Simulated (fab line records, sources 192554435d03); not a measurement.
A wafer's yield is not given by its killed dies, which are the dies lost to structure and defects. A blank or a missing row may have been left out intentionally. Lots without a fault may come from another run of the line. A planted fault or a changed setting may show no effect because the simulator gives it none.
fab line records + flow n5Finfet
[record]
- lots = 9
- wafers = 25
- lastDay = 17
route steps=1938 shown SD_EPI_N@277 SD_ACTIVATION@330 ILD0@343 SDB@363 PASSIVATION@1936
lots that met no fault: taken from a fault-free run of the same line
startH: start of the lot's first displayed wafer, in hours after the record's first day + waitH: time in hours since the lot's previous step + " same as the row above + L1.1+2: one row covering several wafers at once + - either no value or no given start + * or withheld: withheld + < > ~ a bound
route shown NAME@n: a module of which the file shows steps, and the number in the route of the first + usual: the fault-free wafers' mean and standard deviation + same: alike in all rows + chamber/n: place in a boat + sites: readings site by site + _std_site: standard deviation across them + _edge_site: the outer-site mean with the inner-site mean subtracted + radiusMm: how far each site lies from the wafer's centre + mask NAME#n: copy n + behind: the most recent tool/chamber to have shaped the wafer + hold: cause of the lot's hold/its duration in hours/its outcome + device: whichever transistor did not switch (one of n, p or np) + end of line: the same wafers' tests at the end of the route + a step given without rows: its recipe and nothing more + killed: count of dies lost to structure and defects at first sort (not the wafer's yield) + map: dies across one wafer; x = killed, . = not, _ = none there
set.NAME: the setting as run; set.NAME@STEP: as run at that earlier step + model.NAME: the simulator's own value behind a step, which no gauge read
a sample of lots followed through the steps of the route, with each step as a table and each wafer as a row
services: when a tool's chamber went out of use (startH, in hours from the record's first day, below 0 if earlier), for how many hours, and the reason
[[steps]]
[step N5_SD_EPI_N_ETCHBACK_44]
[recipe]
- chemistry = CH3F/O2
- mode = anisotropicEtchback
- target = SiNx
- targetDepthA = 145
- stopOn = SiO2
- overEtchFrac = 0.3
- ionEnergyEv = 120
- pressureMtorr = 30
- sourceW = 395
- biasW = 73
- Ar_flow_sccm = 150
- CH3F_flow_sccm = 30
- O2_flow_sccm = 20
[usual]
- drypumpMotorCurrentA = 5.4/0.55
- oes_f_703_au = 0.74/0.073
- oes_o_777_au = 0.75/0.075
- oesProductAu = 0.64/0.06
- rfVppV = 298/8.8
- showerheadPlenumPTorr = 1.97/0.064
- throttleValvePct = 16.34/0.26
| lot.wafer | tool       | chamber | startH | waitH | drypumpMotorCurrentA | oes_f_703_au | oes_o_777_au | oesProductAu | rfHoursCounterH | rfVppV | showerheadPlenumPTorr | throttleValvePct |
|-----------|------------|---------|--------|-------|----------------------|--------------|--------------|--------------|-----------------|--------|-----------------------|------------------|
| L217.3    | rieDiel-04 | 3       | 49.43  | 0.0   | 4.9                  | 0.72         | 0.71         | 0.64         | 150             | 314    | 2.10                  | 16.62            |
| L217.4    | "          | 1       | "      | "     | 5.4                  | 0.67         | 0.70         | 0.60         | 209             | 303    | 1.88                  | 16.27            |
| L217.5    | "          | 1       | "      | "     | 5.4                  | 0.66         | 0.69         | 0.60         | -               | 303    | 1.88                  | 16.24            |
| L218.2    | rieDiel-04 | 0       | 54.82  | 0.0   | 5.5                  | 0.73         | 0.72         | 0.62         | 204             | 303    | 1.98                  | 16.69            |
| L218.4    | "          | 2       | "      | "     | 5.3                  | 0.75         | 0.78         | 0.64         | 144             | 288    | 1.92                  | 16.05            |
| L218.6    | "          | 3       | "      | "     | 4.8                  | 0.71         | 0.71         | 0.63         | -               | 317    | 2.10                  | 16.62            |
| L219.2    | rieDiel-05 | 2       | 65.69  | 0.0   | 5.2                  | 0.87         | 0.89         | 0.76         | 26              | 301    | 2.04                  | 15.89            |
| L219.5    | "          | 0       | "      | "     | 5.9                  | 0.67         | 0.67         | 0.58         | -               | 300    | 1.96                  | 16.24            |
| L219.6    | "          | 3       | "      | "     | 4.9                  | 0.79         | 0.80         | 0.66         | -               | 286    | 1.93                  | 16.43            |
| L225.1    | rieDiel-05 | 2       | 103.61 | 0.0   | 5.2                  | 0.86         | 0.88         | 0.74         | 39              | 299    | 2.04                  | 15.93            |
| L225.6    | "          | 3       | "      | "     | 4.9                  | 0.78         | 0.79         | 0.65         | -               | 286    | 1.92                  | 16.45            |
| L226.3    | rieDiel-04 | 0       | 105.59 | 0.0   | 5.5                  | 0.72         | 0.71         | 0.61         | 223             | 302    | 1.97                  | 16.74            |
| L226.5    | "          | 2       | "      | "     | 5.3                  | 0.74         | 0.77         | 0.63         | -               | 288    | 1.91                  | 16.06            |
| L226.6    | "          | 1       | "      | "     | 5.3                  | 0.66         | 0.68         | 0.59         | -               | 304    | 1.88                  | 16.30            |
| L228.1    | rieDiel-01 | 1       | 114.56 | 0.0   | 4.7                  | 0.76         | 0.77         | 0.64         | 177             | 288    | 2.07                  | 16.45            |
| L228.6    | "          | 2       | "      | "     | 6.3                  | 0.66         | 0.66         | 0.59         | -               | 288    | 1.97                  | 16.48            |
| L232.2    | rieDiel-04 | 0       | 140.12 | 0.0   | 5.4                  | 0.71         | 0.69         | 0.60         | 237             | 301    | 1.97                  | 16.77            |
| L232.5    | "          | 1       | "      | "     | 5.3                  | 0.64         | 0.68         | 0.58         | -               | 303    | 1.87                  | 16.32            |
| L232.6    | "          | 0       | "      | "     | 5.5                  | 0.70         | 0.70         | 0.59         | -               | 303    | 1.97                  | 16.77            |
| L233.2    | rieDiel-05 | 0       | 145.88 | 0.0   | 6.0                  | 0.96         | 0.96         | 0.83         | 1               | 300    | 1.95                  | 15.84            |
| L233.5    | "          | 1       | "      | "     | 6.4                  | 0.73         | 0.74         | 0.65         | -               | 299    | 1.92                  | 16.41            |
| L233.6    | "          | 2       | "      | "     | 5.2                  | 0.83         | 0.85         | 0.72         | -               | 299    | 2.03                  | 15.94            |
| L239.3    | rieDiel-01 | 0       | 183.80 | 0.0   | 4.9                  | 0.89         | 0.90         | 0.80         | 11              | 311    | 1.97                  | 16.17            |
| L239.5    | "          | 2       | "      | "     | 6.3                  | 0.65         | 0.64         | 0.58         | -               | 290    | 1.96                  | 16.51            |
| L239.6    | "          | 3       | "      | "     | 4.9                  | 0.66         | 0.69         | 0.58         | -               | 299    | 1.95                  | 16.20            |
[step N5_SD_ACTIVATION_RTA_00]
[recipe]
- tempC = 975
- timeS = 0
- ambient = N2
- idleTempC = 600
- rampUpCPerS = 150
- rampDownCPerS = 60
- coolToC = 600
[usual]
- lampPowerPct = 8.96/0.057
- lamp_zone_3_pct = 8.954/0.027
- lamp_zone_6_pct = 8.88/0.031
- wafer_temp_C_max = 974.9/2
| lot.wafer | tool         | chamber | startH | waitH | lampPowerPct | lamp_zone_3_pct | lamp_zone_6_pct | wafer_temp_C_max |
|-----------|--------------|---------|--------|-------|--------------|-----------------|-----------------|------------------|
| L217.3    | rtpAnneal-02 | 0       | 58.83  | 0.1   | 8.91         | 8.934           | 8.88            | 970.9            |
| L217.4    | "            | 0       | "      | "     | 8.90         | 8.968           | 8.87            | 975.3            |
| L217.5    | "            | 0       | "      | "     | 8.96         | 8.967           | 8.88            | 974.5            |
| L218.2    | rtpAnneal-02 | 0       | 63.37  | 0.1   | 8.99         | 8.997           | 8.83            | 977.4            |
| L218.4    | "            | 0       | "      | "     | 8.93         | 8.970           | 8.93            | 974.3            |
| L218.6    | "            | 0       | "      | "     | 9.03         | 8.957           | 8.84            | 977.8            |
| L219.2    | rtpAnneal-01 | 0       | 73.49  | 0.1   | 8.86         | 8.927           | 8.89            | 973.6            |
| L219.5    | "            | 0       | "      | "     | 8.87         | 8.948           | 8.83            | 977.6            |
| L219.6    | "            | 0       | "      | "     | 8.84         | 8.916           | 8.89            | 974.0            |
| L225.1    | rtpAnneal-02 | 0       | 111.38 | 0.0   | 9.02         | 8.915           | 8.86            | 973.5            |
| L225.6    | "            | 0       | "      | "     | 8.95         | 8.968           | 8.85            | 976.7            |
| L226.3    | rtpAnneal-01 | 0       | 114.26 | 0.1   | 9.03         | 8.948           | 8.88            | 971.3            |
| L226.5    | "            | 0       | "      | "     | 8.87         | 8.975           | 8.82            | 970.3            |
| L226.6    | "            | 0       | "      | "     | 8.91         | 8.911           | 8.87            | 973.0            |
| L228.1    | rtpAnneal-01 | 0       | 122.62 | 0.0   | 8.99         | 8.957           | 8.88            | 973.9            |
| L228.6    | "            | 0       | "      | "     | 8.87         | 8.969           | 8.87            | 974.0            |
| L232.2    | rtpAnneal-01 | 0       | 147.92 | 0.1   | 8.99         | 9.019           | 8.82            | 974.5            |
| L232.5    | "            | 0       | "      | "     | 8.96         | 8.945           | 8.84            | 973.9            |
| L232.6    | "            | 0       | "      | "     | 9.08         | 8.956           | 8.94            | 977.4            |
| L233.2    | rtpAnneal-01 | 0       | 153.72 | 0.2   | 9.00         | 8.908           | 8.88            | 973.7            |
| L233.5    | "            | 0       | "      | "     | 9.06         | 8.919           | 8.89            | 971.7            |
| L233.6    | "            | 0       | "      | "     | 9.04         | 8.971           | 8.87            | 975.3            |
| L239.3    | rtpAnneal-01 | 0       | 192.54 | 0.1   | 9.06         | 8.965           | 8.85            | 977.8            |
| L239.5    | "            | 0       | "      | "     | 8.91         | 8.946           | 8.91            | 975.8            |
| L239.6    | "            | 0       | "      | "     | 8.88         | 8.900           | 8.91            | 973.8            |
[step N5_ILD0_ALD_15]
[recipe]
- material = SiNx
- targetThkA = 240
- tempC = 400
- aldPrecursorFamily = SiH2I2
- aldCoReactant = N2/H2-plasma
- pulseTimeS = 1
- aldCycles = 480
- purgeTimeS = 2
- coReactantPurgeTimeS = 2
- pressureTorr = 2
[usual]
- aldCycles = 480/0
- heaterPowerW = 804/67
- precursorPulseHeightRel = 1.002/0.021
[same]
- coReactantPurgeTimeS = 2
| lot.wafer | tool      | chamber | startH | waitH | aldCycles | heaterPowerW | precursorPulseHeightRel |
|-----------|-----------|---------|--------|-------|-----------|--------------|-------------------------|
| L217.3    | aldSin-03 | 3       | 63.61  | 0.4   | 480       | 822          | 0.996                   |
| L217.4    | "         | 0       | "      | "     | 480       | 862          | 1.004                   |
| L217.5    | "         | 0       | 64.70  | 1.2   | 480       | 864          | 0.966                   |
| L218.2    | aldSin-01 | 2       | 67.81  | 0.5   | 480       | 908          | 0.978                   |
| L218.4    | "         | 3       | "      | "     | 480       | 755          | 1.020                   |
| L218.6    | "         | 1       | 68.90  | 1.1   | 480       | 755          | 1.000                   |
| L219.2    | aldSin-02 | 2       | 78.03  | 0.6   | 480       | 850          | 1.016                   |
| L219.5    | "         | 2       | 79.12  | 1.3   | 480       | 863          | 1.014                   |
| L219.6    | "         | 3       | "      | "     | 480       | 689          | 0.984                   |
| L225.1    | aldSin-02 | 0       | 115.86 | 0.6   | 168       | 710          | 1.019                   |
| L225.6    | "         | 0       | 116.95 | 1.1   | 168       | 722          | 0.983                   |
| L226.3    | aldSin-02 | 0       | 119.15 | 0.4   | 480       | 715          | 1.025                   |
| L226.5    | "         | 2       | 120.24 | 1.2   | 480       | 886          | 0.973                   |
| L226.6    | "         | 3       | "      | "     | 168       | 687          | 0.987                   |
| L228.1    | aldSin-02 | 3       | 127.42 | 0.8   | 168       | 707          | 1.018                   |
| L228.6    | "         | 1       | 128.50 | 1.3   | 168       | 793          | 1.015                   |
| L232.2    | aldSin-03 | 0       | 152.36 | 0.5   | 480       | 856          | 1.014                   |
| L232.5    | "         | 1       | 153.44 | 1.2   | 480       | 863          | 1.015                   |
| L232.6    | "         | 0       | "      | "     | 480       | 856          | 1.000                   |
| L233.2    | aldSin-01 | 0       | 158.17 | 0.5   | 480       | 938          | 1.013                   |
| L233.5    | "         | 1       | 159.26 | 1.2   | 480       | 732          | 0.985                   |
| L233.6    | "         | 0       | "      | "     | 480       | 943          | 0.988                   |
| L239.3    | aldSin-03 | 2       | 196.99 | 0.4   | 480       | 787          | 1.025                   |
| L239.5    | "         | 3       | 198.07 | 1.2   | 480       | 824          | 0.996                   |
| L239.6    | "         | 2       | "      | "     | 480       | 767          | 1.022                   |
[step N5_ILD0_CMP_12]
[recipe]
- stopOn = poly-Si
- material = SiNx
- tOverpolishS = 6
- postCmpClean = alkalineBrush
- downForcePsi = 2.5
- platenRpm = 51.8
- padVelocityMS = 1.0307
- targetThkNm = 17.67
[usual]
- edgeZonePressureFrac = 1.000/0.0046
- motorCurrentA = 9.2/0.85
- timeToEndpointS = 31/3.9
| lot.wafer | tool   | chamber | startH | waitH | edgeZonePressureFrac | motorCurrentA | timeToEndpointS |
|-----------|--------|---------|--------|-------|----------------------|---------------|-----------------|
| L217.4    | cmp-01 | 3       | 65.81  | 1.1   | 0.998                | 9.4           | 32              |
| L217.3    | "      | 2       | "      | "     | 1.006                | 7.7           | 30              |
| L217.5    | "      | 3       | "      | "     | 0.998                | 9.1           | 32              |
| L218.2    | cmp-01 | 2       | 70.01  | 1.1   | 0.989                | 8.3           | 31              |
| L218.4    | "      | 1       | "      | "     | 1.000                | 10.6          | 32              |
| L218.6    | "      | 2       | "      | "     | 0.996                | 8.1           | 31              |
| L219.2    | cmp-04 | 3       | 80.34  | 1.2   | 1.002                | 9.1           | 30              |
| L219.6    | "      | 0       | "      | "     | 1.001                | 9.0           | 32              |
| L219.5    | "      | 1       | "      | "     | 0.998                | 9.3           | 37              |
| L225.1    | cmp-01 | 2       | 118.07 | 1.1   | 1.000                | 7.5           | 12              |
| L225.6    | "      | 3       | "      | "     | 0.994                | 8.5           | 14              |
| L226.3    | cmp-01 | 2       | 121.43 | 1.2   | 1.006                | 7.9           | 28              |
| L226.5    | "      | 0       | "      | "     | 0.996                | 8.8           | 24              |
| L226.6    | "      | 1       | "      | "     | 0.997                | 10.3          | 12              |
| L228.1    | cmp-04 | 1       | 129.62 | 1.1   | 0.995                | 9.0           | 16              |
| L228.6    | "      | 2       | "      | "     | 1.000                | 9.9           | 7               |
| L232.2    | cmp-01 | 3       | 154.56 | 1.1   | 0.996                | 8.8           | 37              |
| L232.5    | "      | 3       | "      | "     | 0.999                | 8.9           | 33              |
| L232.6    | "      | 0       | "      | "     | 0.998                | 9.0           | 27              |
| L233.2    | cmp-03 | 2       | 160.37 | 1.1   | 0.997                | 8.2           | 27              |
| L233.5    | "      | 2       | "      | "     | 0.998                | 8.3           | 26              |
| L233.6    | "      | 3       | "      | "     | 0.999                | 8.5           | 27              |
| L239.3    | cmp-04 | 0       | 199.26 | 1.2   | 1.009                | 8.9           | 29              |
| L239.5    | "      | 2       | "      | "     | 1.005                | 9.6           | 20              |
| L239.6    | "      | 3       | "      | "     | 1.003                | 8.4           | 28              |
[step N5_ILD0_THK_MEAS_13]
[usual]
- thkNm = 18.5/1.6
| lot.wafer | tool         | chamber | startH | waitH | thkNm |
|-----------|--------------|---------|--------|-------|-------|
| L217.3    | filmMetro-01 | -       | 66.11  | -     | 17.2  |
| L217.4    | "            | -       | "      | "     | 18.2  |
| L217.5    | "            | -       | "      | "     | 20.3  |
| L218.2    | filmMetro-02 | -       | 70.31  | -     | 17.2  |
| L218.4    | "            | -       | "      | "     | 17.1  |
| L218.6    | "            | -       | "      | "     | 17.8  |
| L219.2    | filmMetro-02 | -       | 80.53  | -     | 19.7  |
| L219.5    | "            | -       | "      | "     | 21.6  |
| L219.6    | "            | -       | "      | "     | 18.9  |
| L225.1    | filmMetro-02 | -       | 118.36 | -     | 8.5   |
| L225.6    | "            | -       | "      | "     | 8.6   |
| L226.3    | filmMetro-01 | -       | 121.65 | -     | 18.5  |
| L226.5    | "            | -       | "      | "     | 16.7  |
| L226.6    | "            | -       | "      | "     | 8.2   |
| L228.1    | filmMetro-01 | -       | 129.91 | -     | 8.3   |
| L228.6    | "            | -       | "      | "     | 8.5   |
| L232.2    | filmMetro-01 | -       | 154.86 | -     | 19.0  |
| L232.5    | "            | -       | "      | "     | 20.3  |
| L232.6    | "            | -       | "      | "     | 15.9  |
| L233.2    | filmMetro-01 | -       | 160.67 | -     | 15.0  |
| L233.5    | "            | -       | "      | "     | 15.3  |
| L233.6    | "            | -       | "      | "     | 17.2  |
| L239.3    | filmMetro-01 | -       | 199.49 | -     | 18.5  |
| L239.5    | "            | -       | "      | "     | 16.1  |
| L239.6    | "            | -       | "      | "     | 18.1  |
[step N5_SDB_STRIP_21]
[recipe]
- chemistry = CF4
- resist = SiARC
- powerW = 300
- biasPowerW = 75
- pressureMtorr = 50
- cf4FlowSccm = 150
- rfFrequencyHz = 6e+07
[usual]
- cf4FlowSccm = 150.1/0.59
- drypumpMotorCurrentA = 5.3/0.52
- oesProductAu = 0.73/0.073
- powerW = 300.0/0.87
- rfVppV = 270.9/1.6
- showerheadPlenumPTorr = 1.78/0.061
- throttleValvePct = 13.64/0.25
| lot.wafer | tool       | chamber | startH | waitH | cf4FlowSccm | drypumpMotorCurrentA | oesProductAu | powerW | rfHoursCounterH | rfVppV | showerheadPlenumPTorr | throttleValvePct |
|-----------|------------|---------|--------|-------|-------------|----------------------|--------------|--------|-----------------|--------|-----------------------|------------------|
| L217.3    | rieDiel-01 | 3       | 66.92  | 0.0   | 149.5       | 4.8                  | 0.70         | 301.0  | 209             | 270.5  | 1.78                  | 13.53            |
| L217.4    | "          | 0       | "      | "     | 150.1       | 4.9                  | 0.68         | 298.9  | 229             | 269.3  | 1.79                  | 13.85            |
| L217.5    | "          | 2       | "      | "     | 150.4       | 6.3                  | 0.70         | 301.2  | -               | 271.1  | 1.76                  | 13.70            |
| L218.2    | rieDiel-01 | 3       | 70.99  | 0.0   | 150.1       | 4.9                  | 0.69         | 299.7  | 212             | 269.4  | 1.78                  | 13.52            |
| L218.4    | "          | 1       | "      | "     | 150.3       | 4.7                  | 0.75         | 298.9  | 163             | 272.9  | 1.85                  | 13.62            |
| L218.6    | "          | 0       | "      | "     | 149.8       | 4.9                  | 0.69         | 299.0  | -               | 270.6  | 1.79                  | 13.85            |
| L219.2    | rieDiel-04 | 0       | 81.31  | 0.0   | 151.1       | 5.5                  | 0.71         | 300.3  | 215             | 270.1  | 1.78                  | 14.01            |
| L219.5    | "          | 3       | "      | "     | 150.3       | 4.9                  | 0.73         | 299.2  | -               | 271.6  | 1.88                  | 13.85            |
| L219.6    | "          | 2       | "      | "     | 149.8       | 5.3                  | 0.73         | 299.6  | -               | 269.4  | 1.73                  | 13.36            |
| L225.1    | rieDiel-04 | 3       | 120.47 | 0.0   | 149.9       | 4.8                  | 0.72         | 299.2  | 176             | 272.0  | 1.87                  | 13.89            |
| L225.6    | "          | 2       | "      | "     | 149.4       | 5.3                  | 0.72         | 300.8  | -               | 269.9  | 1.73                  | 13.39            |
| L226.3    | rieDiel-04 | 3       | 123.40 | 0.0   | 149.8       | 4.8                  | 0.72         | 299.5  | 178             | 271.7  | 1.87                  | 13.90            |
| L226.5    | "          | 2       | "      | "     | 149.9       | 5.3                  | 0.73         | 298.2  | -               | 270.4  | 1.73                  | 13.42            |
| L226.6    | "          | 1       | "      | "     | 149.5       | 5.3                  | 0.67         | 300.4  | -               | 269.7  | 1.69                  | 13.68            |
| L228.1    | rieDiel-04 | 2       | 131.16 | 0.0   | 149.9       | 5.3                  | 0.72         | 301.4  | 173             | 270.4  | 1.73                  | 13.41            |
| L228.6    | "          | 3       | "      | "     | 150.4       | 4.9                  | 0.72         | 299.7  | -               | 274.0  | 1.87                  | 13.89            |
| L232.2    | rieDiel-01 | 3       | 155.73 | 0.0   | 150.1       | 4.9                  | 0.67         | 299.2  | 236             | 269.8  | 1.77                  | 13.57            |
| L232.5    | "          | 2       | "      | "     | 150.6       | 6.3                  | 0.68         | 299.5  | -               | 271.4  | 1.75                  | 13.76            |
| L232.6    | "          | 1       | "      | "     | 149.8       | 4.7                  | 0.73         | 301.3  | -               | 273.9  | 1.85                  | 13.69            |
| L233.2    | rieDiel-04 | 0       | 161.48 | 0.0   | 150.0       | 5.4                  | 0.68         | 300.1  | 246             | 270.0  | 1.78                  | 14.08            |
| L233.5    | "          | 2       | "      | "     | 150.7       | 5.3                  | 0.71         | 298.9  | -               | 270.3  | 1.72                  | 13.43            |
| L233.6    | "          | 3       | "      | "     | 150.3       | 4.9                  | 0.70         | 300.8  | -               | 272.2  | 1.87                  | 13.92            |
| L239.3    | rieDiel-04 | 2       | 200.30 | 0.0   | 149.7       | 5.3                  | 0.70         | 299.9  | 203             | 268.7  | 1.72                  | 13.46            |
| L239.5    | "          | 2       | "      | "     | 149.7       | 5.3                  | 0.70         | 298.8  | -               | 268.9  | 1.72                  | 13.46            |
| L239.6    | "          | 1       | "      | "     | 149.5       | 5.3                  | 0.91         | 300.1  | -               | 275.1  | 1.89                  | 13.19            |
[step N5_PASSIVATION_PROBE_49]
[usual]
- killed_at_M0_to_M3 = 35/11
- killed_at_M4_up = 13/5.7
- killedAtContacts = 12/5.7
- killedAtFrontEnd = 40/11
- killedAtOther = 4/4.4
- killedDies = 105/18
- killedOpen = 68/14
- killedShort = 34/7.4
[same]
- grossDies = 1180
- killedAtBackSide = 0
| lot.wafer | tool      | chamber | startH | waitH | killed_at_M0_to_M3 | killed_at_M4_up | killedAtContacts | killedAtFrontEnd | killedAtOther | killedDies | killedOpen | killedShort |
|-----------|-----------|---------|--------|-------|--------------------|-----------------|------------------|------------------|---------------|------------|------------|-------------|
| L226.3    | prober-02 | -       | 319.67 | 0.1   | 27                 | 10              | 7                | 34               | 0             | 78         | 49         | 28          |
| L226.5    | prober-02 | -       | 319.77 | 0.2   | 42                 | 13              | 7                | 45               | 13            | 120        | 82         | 25          |
| L226.6    | prober-02 | -       | 319.82 | 0.3   | 28                 | 17              | 13               | 29               | 2             | 89         | 58         | 30          |
// killed by level:class
L226.3 FIN_SAQP:geometricParticle:open=9 BEOL_M0_SAQP:geometricParticle:open=8 BEOL_M0_SAQP:geometricParticle:short=8 GATE_CUT:geometricParticle:short=7 STI_FIN_REVEAL:geometricParticle:open=6 MOL_CONTACT_COAG:geometricParticle:open=6 ILD0:geometricParticle:open=4 BEOL_M2:geometricParticle:open=4
L226.5 STI_FIN_REVEAL:geometricParticle:open=17 BEOL_M2:geometricParticle:open=17 PASSIVATION:areaEtch=12 BEOL_M0_SAQP:geometricParticle:open=9 FIN_SAQP:geometricParticle:open=8 MOL_CONTACT_COAG:geometricParticle:open=7 BEOL_M0_SAQP:geometricParticle:short=7 STARTING-WAFER:geometricParticle:short=5
L226.6 MOL_CONTACT_COAG:geometricParticle:open=11 FIN_SAQP:geometricParticle:open=9 BEOL_M0_SAQP:geometricParticle:open=8 BEOL_M0_SAQP:geometricParticle:short=8 FIN_SAQP:geometricParticle:short=5 BEOL_M2:geometricParticle:open=5 STI_FIN_REVEAL:geometricParticle:open=4 BEOL_M4:geometricParticle:open=4
[[services]]
| tool         | chamber | startH | hours | kind   |
|--------------|---------|--------|-------|--------|
| cmp-01       | -       | 30.41  | 4.0   | pm     |
| cmp-01       | -       | 34.44  | 0.5   | repair |
| cmp-04       | -       | 38.74  | 3.1   | repair |
| rieDiel-05   | 1       | 39.10  | 2.4   | repair |
| cmp-03       | -       | 42.01  | 0.9   | repair |
| cmp-04       | -       | 45.22  | 5.4   | repair |
| cmp-03       | -       | 50.71  | 6.3   | pm     |
| cmp-03       | -       | 68.20  | 0.2   | repair |
| aldSin-02    | 1       | 69.29  | 7.8   | repair |
| rieDiel-05   | -       | 71.46  | 0.8   | repair |
| aldSin-01    | 0       | 80.20  | 20.4  | repair |
| cmp-01       | -       | 84.84  | 16.2  | pm     |
| rieDiel-01   | -       | 102.19 | 4.3   | pm     |
| rieDiel-01   | 2       | 107.31 | 5.2   | repair |
| rieDiel-05   | 2       | 120.99 | 4.6   | repair |
| aldSin-03    | 0       | 126.03 | 3.6   | repair |
| cmp-04       | -       | 126.13 | 0.8   | repair |
| aldSin-01    | 1       | 129.96 | 14.0  | repair |
| cmp-04       | -       | 133.17 | 4.0   | pm     |
| aldSin-02    | 1       | 152.20 | 10.6  | repair |
| rieDiel-04   | 1       | 152.74 | 6.5   | repair |
| rtpAnneal-02 | -       | 175.38 | 5.5   | pm     |
| aldSin-01    | -       | 176.92 | 14.0  | pm     |
| aldSin-03    | 1       | 186.99 | 105.9 | repair |
[[key]]
[firstSign]
- step = N5_ILD0_ALD_15
- reading = aldCycles
- direction = down
- sigmas = 99+
- usual = *
- struck = *
[effect]
- step = N5_ILD0_CMP_12
- reading = timeToEndpointS
- direction = down
- sigmas = 4.6
- usual = *
- struck = *
[effect]
- step = N5_ILD0_THK_MEAS_13
- reading = thkNm
- direction = down
- sigmas = 6.1
- usual = *
- struck = *
metAt N5_ILD0_ALD_15
struckLots L225,L226,L228
struckWafers L225.1,L225.6,L226.6,L228.1,L228.6
testerLeftOut L225,L226,L228
[baselineLoss]
- step = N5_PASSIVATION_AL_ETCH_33
- wafers = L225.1
[baselineLoss]
- step = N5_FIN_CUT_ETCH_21
- wafers = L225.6
[baselineLoss]
- step = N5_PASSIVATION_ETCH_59
- wafers = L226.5
notActingAt N5_SD_EPI_N_ETCHBACK_44,N5_SD_ACTIVATION_RTA_00,N5_SDB_STRIP_21
onsetBetween 78.03 115.86
[fault]
- kind = processParameterDrift
- tool = aldSin-02
- chamber = -
- onsetH = 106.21
- steps = N5_ILD0_ALD_15
- channel = aldCycles
- offset = *
- shape = step
- endH = 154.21
- scope = struckWafersOnly
- actsIn = *
- stated = *
// testerLeftOut: of these lots the tester's yield and bins aren't shown, on N5 and GAA mostly nor the transistor test; their killed dies are dies lost to structure and defects alone, not to doping, threshold or leakage, so they don't give the yield
// baselineLoss: these wafers lose ten dies or more at that step, a loss of the line's own and not of a fault; the sort's usual values leave them out
